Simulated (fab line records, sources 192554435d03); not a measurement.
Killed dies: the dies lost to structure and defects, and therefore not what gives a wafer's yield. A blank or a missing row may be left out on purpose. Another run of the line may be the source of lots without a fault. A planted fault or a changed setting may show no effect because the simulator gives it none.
Problem report, 8D (eight disciplines) form, completed by code | flow n5Finfet | the parts of the form that need people (team, actions taken, sign-off) are left out

## 1. THE ISSUE
biasW at N5_BEOL_M15_TRENCH_ETCH_34 reads a mean of 2133 W on 6 wafers of 2 lots; wafers without a fault read 2041 W with a standard deviation of 5.8. That puts it +16 standard deviations away from the usual mean.
The step: etches SiO2 in C4F8/O2/Ar, target depth 872.93 nm, time 199 s.
The first sign was on wafer L431.1 at day 17 02:44, on rieDiel-04. At this step, 30 wafers from 10 lots have a number in the record. The rule behind "out" and "out of limits": a value lying over 4 standard deviations away from the usual mean. The rest of the wafers with a number are treated as sound.

## 2. WHAT IT IS, WHAT IT ISN'T
question                    | is                     | is not
which readings at this step | biasW                  | chamberPressureMTorr, drypumpMotorCurrentA, heOuterTorr, oes_f_703_au, oesProductAu, showerheadPlenumPTorr, throttleValvePct
which lots                  | L431, L432             | L414, L415, L416, L418, L419, L422, L423, L434
which wafers of those lots  | all that have a number | -
read on which tools         | rieDiel-04             | rieDiel-02, rieDiel-05
when                        | from day 17 02:44      | up to then (21 sound wafers); but 3 sound wafers of L434 came after

## 3. THE SUSPECTS, EACH WITH WHAT RULES IT OUT
Counting: a tool stays on the suspect list if, at a process step up to the reading, it processed all lots that are out and no sound lot following the first of them.
- rieDiel-05 at N5_BEOL_M15_ETCH_59 (etches BARC in N2/H2, target depth 89 nm, overetch 26.7 nm, time 67.9 s): kept. Every lot that is out went through it, starting with L431 (day 17 01:05), and after that it ran no sound lot; the last sound lot it ran before then is L418 (day 13 09:28).
- rieDiel-04 at N5_BEOL_M15_TRENCH_ETCH_34 (etches SiO2 in C4F8/O2/Ar, target depth 872.93 nm, time 199 s): kept. Every lot that is out went through it, starting with L431 (day 17 02:44), and after that it ran no sound lot; the last sound lot it ran before then is L423 (day 14 08:11). On those wafers its own readings are out: biasW.
Left after counting: rieDiel-05 at N5_BEOL_M15_ETCH_59, rieDiel-04 at N5_BEOL_M15_TRENCH_ETCH_34.

## 4. THE CAUSE (what the simulator had put in)
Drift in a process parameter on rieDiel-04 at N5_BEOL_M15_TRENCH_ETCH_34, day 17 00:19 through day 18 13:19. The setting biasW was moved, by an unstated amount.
Of the 2 suspects that counting leaves, this tool is one.

## 5. THE CHAIN OF EFFECTS, in route order
Each row: a reading whose mean over the struck wafers that have a number lies more than 3 standard deviations from the usual. Only readings for which the record gives a usual standard deviation are gone through. hours: the time from each lot's start at the first step in this table that gives one to its start at this step, as a median over the lots. sigmas: the change in usual standard deviations.
hours | step                       | reading | usual  | on struck wafers | change | sigmas
0     | N5_BEOL_M15_TRENCH_ETCH_34 | biasW   | 2041 W | 2133             | +92    | +16
0     | N5_BEOL_M15_TRENCH_ETCH_34 | rfVppV  | 2202 V | 2284             | +82    | +3.0
Process steps it contains:
- N5_BEOL_M15_TRENCH_ETCH_34: etches SiO2 in C4F8/O2/Ar, target depth 872.93 nm, time 199 s.

## 6. WHAT WOULD HAVE CAUGHT IT SOONER
2 hours passed between the start of the fault at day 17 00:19 and the first reading out of limits in this record, taken at day 17 02:44.
